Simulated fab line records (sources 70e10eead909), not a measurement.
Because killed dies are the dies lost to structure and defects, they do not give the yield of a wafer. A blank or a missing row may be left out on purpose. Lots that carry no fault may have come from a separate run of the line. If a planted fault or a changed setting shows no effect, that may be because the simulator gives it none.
Matching of chambers :: flow nandHarc :: aldHk-02 running NHARC_A_WL_FILL_ALD_00: 4 sister chambers
The step deposits Al2O3, target thk 3 nm, pulse time 3 s, ald cycles 30. 4 wafers are shown with their chamber, then 6 later ones without.

EACH WAFER AND ITS CHAMBER
wafer: L805.5
chamber: 3
heaterPowerW (W): 443

wafer: L812.6
chamber: 0
heaterPowerW (W): 469

wafer: L816.2
chamber: 2
heaterPowerW (W): 446

wafer: L816.6
chamber: 1
heaterPowerW (W): 538

WAFERS WITH NO CHAMBER GIVEN
wafer: L822.2
heaterPowerW (W): 545

wafer: L822.3
heaterPowerW (W): 475

wafer: L822.6
heaterPowerW (W): 425

wafer: L823.2
heaterPowerW (W): 486

wafer: L823.4
heaterPowerW (W): 550

wafer: L823.6
heaterPowerW (W): 531

WHICH CHAMBER EACH WENT THROUGH
wafer: L822.2
from the rows above: 1
in truth: 1

wafer: L822.3
from the rows above: can't be placed: 0 or 2
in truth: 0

wafer: L822.6
from the rows above: can't be placed: 3 or 2
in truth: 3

wafer: L823.2
from the rows above: can't be placed: 0 or 2
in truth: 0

wafer: L823.4
from the rows above: 1
in truth: 1

wafer: L823.6
from the rows above: 1
in truth: 1
Correct placement for 3 of the 6. These rows do not allow placing 3 (true chamber among the candidates in 3). Wrongly placed: 0.
How it was worked out, from the rows above alone: a wafer's distance from a chamber is the root of the sum, over the readings, of the square of ((its reading less the chamber's mean) divided by the reading's scatter). If the next closest chamber is less than 2 further off than the closest, the wafer can't be placed; otherwise it belongs to the closest. Each chamber's mean is taken over the wafers shown for it. The scatter: with one shown wafer a chamber, the root of the mean of the squares of how far each hidden wafer lies from its nearest shown one.
